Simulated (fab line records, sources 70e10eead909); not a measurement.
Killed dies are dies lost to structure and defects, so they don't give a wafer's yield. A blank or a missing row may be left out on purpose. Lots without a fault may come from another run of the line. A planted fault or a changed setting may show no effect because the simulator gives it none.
Tool commonality check | flow nand_harc | 3 lots, 9 wafers sampled

WHY IT WAS OPENED
At NHARC_END_SORT_01 the reading killed_at_array is flagged on 3 of 3 lots. Wafers without a fault read 28, standard deviation 11.
Rule: a lot is flagged when every wafer of it that has a number lies more than 4 standard deviations from that mean, or none has a number. The other lots count as sound.

lot  | measured     | on        | killed_at_array, wafer by wafer | flag
L772 | day 24 05:08 | prober-01 | 673 674 673                     | FLAGGED
L773 | day 24 15:09 | prober-02 | 672 676 675                     | FLAGGED
L775 | day 24 22:55 | prober-02 | 670 669 673                     | FLAGGED
The numbers of the flagged lots are 673 on average: +645 against the usual, or +59 standard deviations.

WHICH TOOL RAN EACH LOT
The record holds 4 process steps before the reading, out of a route of 1159 steps. In each cell: the tool, then ch and the chambers that the sampled wafers went through, then the start.
lot  | flag    | NHARC_A_CONTACT_DEP_28        | NHARC_A_CONTACT_ETCH_51                       | NHARC_A_CONTACT_ETCH_111             | NHARC_A_CONTACT_ETCH_120
L772 | FLAGGED | acl_dep-03 ch 0, day 21 00:35 | rie_diel-01 ch 0,2,3, day 21 04:35 or earlier | har_cap_etch-01 ch 0,1, day 21 04:35 | har_cap_etch-01 ch 0,1, day 21 05:30
L773 | FLAGGED | acl_dep-01 ch 0, day 21 16:25 | rie_diel-07 ch 0,2,3, day 21 20:40 or earlier | har_cap_etch-02 ch 0,1, day 21 20:40 | har_cap_etch-02 ch 0,1, day 21 21:35
L775 | FLAGGED | acl_dep-02 ch 0, day 21 20:41 | rie_diel-07 ch 0,1,2, day 22 01:28 or earlier | har_cap_etch-01 ch 1, day 22 01:28   | har_cap_etch-01 ch 1, day 22 02:23
What these steps do:
- NHARC_A_CONTACT_DEP_28: deposits aC, target thk 3600 nm.
- NHARC_A_CONTACT_ETCH_51: etches the open film in O2/COS, target depth 3600 nm, time 936 s.
- NHARC_A_CONTACT_ETCH_111: etches the open film in C4F8/O2/Ar, time 140 s, target depth 700 nm.
- NHARC_A_CONTACT_ETCH_120: etches the open film in C4F8/O2/Ar, time 94 s, target depth 922 nm.
- NHARC_END_SORT_01

FLAGGED OVER TOTAL, TOOL BY TOOL (the gauges that took the reading come last)
step                     | tool            | lots run | flagged | share of the flagged lots | sound lots run after its first flagged lot
NHARC_A_CONTACT_DEP_28   | acl_dep-01      | 1        | 1       | some                      | 0
NHARC_A_CONTACT_DEP_28   | acl_dep-02      | 1        | 1       | some                      | 0
NHARC_A_CONTACT_DEP_28   | acl_dep-03      | 1        | 1       | some                      | 0
NHARC_A_CONTACT_ETCH_51  | rie_diel-01     | 1        | 1       | some                      | 0
NHARC_A_CONTACT_ETCH_51  | rie_diel-07     | 2        | 2       | some                      | 0
NHARC_A_CONTACT_ETCH_111 | har_cap_etch-01 | 2        | 2       | some                      | 0
NHARC_A_CONTACT_ETCH_111 | har_cap_etch-02 | 1        | 1       | some                      | 0
NHARC_A_CONTACT_ETCH_120 | har_cap_etch-01 | 2        | 2       | some                      | 0
NHARC_A_CONTACT_ETCH_120 | har_cap_etch-02 | 1        | 1       | some                      | 0
NHARC_END_SORT_01        | prober-01       | 1        | 1       | some                      | 0
NHARC_END_SORT_01        | prober-02       | 2        | 2       | some                      | 0
NHARC_A_CONTACT_ETCH_51 gives no start for some lots, so the hours and the order of its lots are those of NHARC_A_CONTACT_ETCH_111.

WHAT THE TABLE ALLOWS
No row of the table ran every flagged lot.

WHAT THE SIMULATOR HAD PUT IN
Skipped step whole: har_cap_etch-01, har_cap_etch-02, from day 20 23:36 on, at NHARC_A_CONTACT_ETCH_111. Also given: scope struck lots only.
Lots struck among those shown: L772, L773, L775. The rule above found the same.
